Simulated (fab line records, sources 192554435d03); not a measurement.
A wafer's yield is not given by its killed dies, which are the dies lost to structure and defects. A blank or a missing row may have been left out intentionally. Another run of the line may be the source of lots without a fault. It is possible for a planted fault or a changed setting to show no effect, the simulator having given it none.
A single fault, viewed from 3 desks :: flow n5_finfet :: every desk sees just its own numbers, and what lay behind them comes last

THE DEFECT DESK
Lot by lot, what the route's inspections counted, given as the mean of those sampled wafers with a number. The brackets show how far a lot's mean lies from the usual mean; more than 4 standard deviations puts the lot out of limits, marked OUT.
Columns: A = raw_defect_count at N5_BEOL_M4_INSPECT_13, usual 414
lot: L127
first seen here: day 9 01:43
A: 542

lot: L133
first seen here: day 10 15:29
A: 319

lot: L136
first seen here: day 11 07:48
A: 540

lot: L137
first seen here: day 11 08:26
A: 359

lot: L138
first seen here: day 11 14:01
A: 491

lot: L144
first seen here: day 13 11:02
A: 395

lot: L145
first seen here: day 13 22:03
A: 423
This desk found nothing out of limits on any of the 7 lots.

FROM THE METROLOGY DESK
Lot by lot, what the gauges showed, no matter which tool ran the lot: averages of those sampled wafers that carry a number. The brackets show how far a lot's mean lies from the usual mean; more than 4 standard deviations puts the lot out of limits, marked OUT. Only the readings that lie furthest out on some lot appear, 7 of the 12 it has.
Columns: A = M4_OVL at N5_BEOL_M4_OVL_MEAS_12, usual -0.6 nm; B = DIBL_N at N5_BEOL_M4_RC_MEAS_101, usual 35.9 mV/V; C = IOFF_P at N5_BEOL_M4_RC_MEAS_101, usual 0.22 nA/um; D = ION_N at N5_BEOL_M4_RC_MEAS_101, usual 676 uA/um; E = ION_P at N5_BEOL_M4_RC_MEAS_101, usual 465 uA/um; F = VT_N at N5_BEOL_M4_RC_MEAS_101, usual 250 mV; G = VT_P at N5_BEOL_M4_RC_MEAS_101, usual -250 mV
lot: L127
first seen here: day 9 01:38
A: -0.3
B: 35.2
C: 0.17
D: 669
E: 455
F: 251
G: -256

lot: L133
first seen here: day 10 15:24
A: 0.9
B: 37.5
C: 0.24
D: 686
E: 471
F: 248
G: -250

lot: L136
first seen here: day 11 07:43
A: 0.0
B: 35.4
C: 0.23
D: 672
E: 466
F: 247
G: -248

lot: L137
first seen here: day 11 08:21
A: -1.3
B: 34.5
C: 0.16
D: 668
E: 454
F: 252
G: -255

lot: L138
first seen here: day 11 13:56
A: -0.8
B: 36.5
C: 0.21
D: 675
E: 459
F: 247
G: -250

lot: L144
first seen here: day 13 10:58
A: -0.7
B: 38.0
C: 0.26
D: 692
E: 477
F: 245
G: -246

lot: L145
first seen here: day 13 21:58
A: 0.1
B: 35.2
C: 0.15
D: 654
E: 447
F: 255
G: -257
This desk found nothing out of limits on any of the 7 lots.

TOOL OWNER'S DESK, rie_metal-02
The tool's own readings at N5_BEOL_M4_HM_OPEN_17 (chemistry Cl2/BCl3, target TiN, target depth 20 nm, overetch 6 nm): means of the sampled wafers that have a number, for each lot that ran on this tool. The brackets show how far a lot's mean lies from the usual mean; more than 4 standard deviations puts the lot out of limits, marked OUT.
Columns: A = bias_w at N5_BEOL_M4_HM_OPEN_17, usual 125.9 W; B = drypump_motor_current_A at N5_BEOL_M4_HM_OPEN_17, usual 5.8 A; C = mfc_cl2_sccm at N5_BEOL_M4_HM_OPEN_17, usual 53.25 sccm; D = oes_product_au at N5_BEOL_M4_HM_OPEN_17, usual 0.62 a.u.; E = throttle_valve_pct at N5_BEOL_M4_HM_OPEN_17, usual 22.29 %
lot: L133
first seen here: day 10 15:47
A: 126.1
B: 5.1
C: 53.47
D: 0.60
E: 22.55

lot: L136
first seen here: day 11 08:43
A: 126.1
B: 5.7
C: 53.23
D: 0.82
E: 21.95

lot: L137
first seen here: day 11 08:56
A: 125.6
B: 5.7
C: 53.23
D: 0.81
E: 21.97

lot: L138
first seen here: day 11 14:33
A: 125.5
B: 5.5
C: 53.38
D: 0.72
E: 22.18
This desk found nothing out of limits on any of the 4 lots.

TAKEN TOGETHER
Nothing the defect desk looked at was out of limits.
At the metrology desk, nothing out of limits was observed.
Nothing out of limits was seen by the tool owner's desk.

WHAT THE SIMULATOR PUT IN
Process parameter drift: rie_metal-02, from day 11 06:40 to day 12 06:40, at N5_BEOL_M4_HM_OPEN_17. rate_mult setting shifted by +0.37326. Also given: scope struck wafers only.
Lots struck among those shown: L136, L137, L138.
